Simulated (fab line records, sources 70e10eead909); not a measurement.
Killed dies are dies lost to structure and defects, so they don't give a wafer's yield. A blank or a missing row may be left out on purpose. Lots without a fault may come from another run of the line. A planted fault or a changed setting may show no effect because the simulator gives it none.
Which tool did it? | flow nand_harc | 6 lots, 18 wafers sampled, at 3 steps of a route of 1302

WHAT THE GAUGES READ, wafer by wafer
NHARC_A_M1_THK_MEAS_24: measures by xrf.
lot  | measured     | on            | thk_nm (nm)
L100 | day 23 11:58 | film_metro-01 | 154.2 156.5 153.7
L105 | day 24 15:55 | film_metro-01 | 154.6 153.5 152.7
L107 | day 25 21:37 | film_metro-01 | 152.4 153.8 155.8
L112 | day 27 23:08 | film_metro-02 | 152.9 155.8 154.2
L114 | day 28 23:19 | film_metro-01 | 155.3 155.1 154.9
L121 | day 31 21:34 | film_metro-02 | 154.0 152.5 152.5

WHICH TOOL RAN EACH LOT (tool, then ch and the chambers of the sampled wafers, then the start)
lot  | NHARC_A_STAIRCASE_HM_OPEN_457      | NHARC_A_M1_STRIP_18
L100 | rie_diel-04 ch 0,2,3, day 16 17:58 | rie_diel-05 ch 0,1,3, day 23 09:34
L105 | rie_diel-12 ch 0,2, day 17 23:37   | rie_diel-05 ch 1,2,3, day 24 13:52
L107 | rie_diel-02 ch 0,1,2, day 19 10:11 | rie_diel-05 ch 0,1, day 25 19:34
L112 | rie_diel-12 ch 0,2,3, day 21 14:37 | rie_diel-01 ch 0,1, day 27 21:06
L114 | rie_diel-04 ch 0,1, day 22 18:47   | rie_diel-05 ch 0,2,3, day 28 21:19
L121 | rie_diel-12 ch 0,1,2, day 25 11:12 | rie_diel-07 ch 1,3, day 31 19:32
- NHARC_A_STAIRCASE_HM_OPEN_457: chemistry O2/COS.
- NHARC_A_M1_STRIP_18: strips in N2/H2.

THE ANSWER, worked out from the rows above alone
Rule: what is usual is taken from the lots themselves. Put in order of their means at a reading, lots are off if they are a third of the lots or fewer, leave a main group of 4 or more, and stand apart from it by a gap of 3 or more times the standard deviation of the main group's means; of several such gaps the widest counts. A main group whose means are all the same, to the digits that the tables above print for the reading, isn't used. A lot without any number at a reading at which 4 lots or more have one is off too. The other lots that the step has rows for count as sound.
No lot is off at any reading shown: from this, nothing can be told.

WHAT THE SIMULATOR HAD PUT IN
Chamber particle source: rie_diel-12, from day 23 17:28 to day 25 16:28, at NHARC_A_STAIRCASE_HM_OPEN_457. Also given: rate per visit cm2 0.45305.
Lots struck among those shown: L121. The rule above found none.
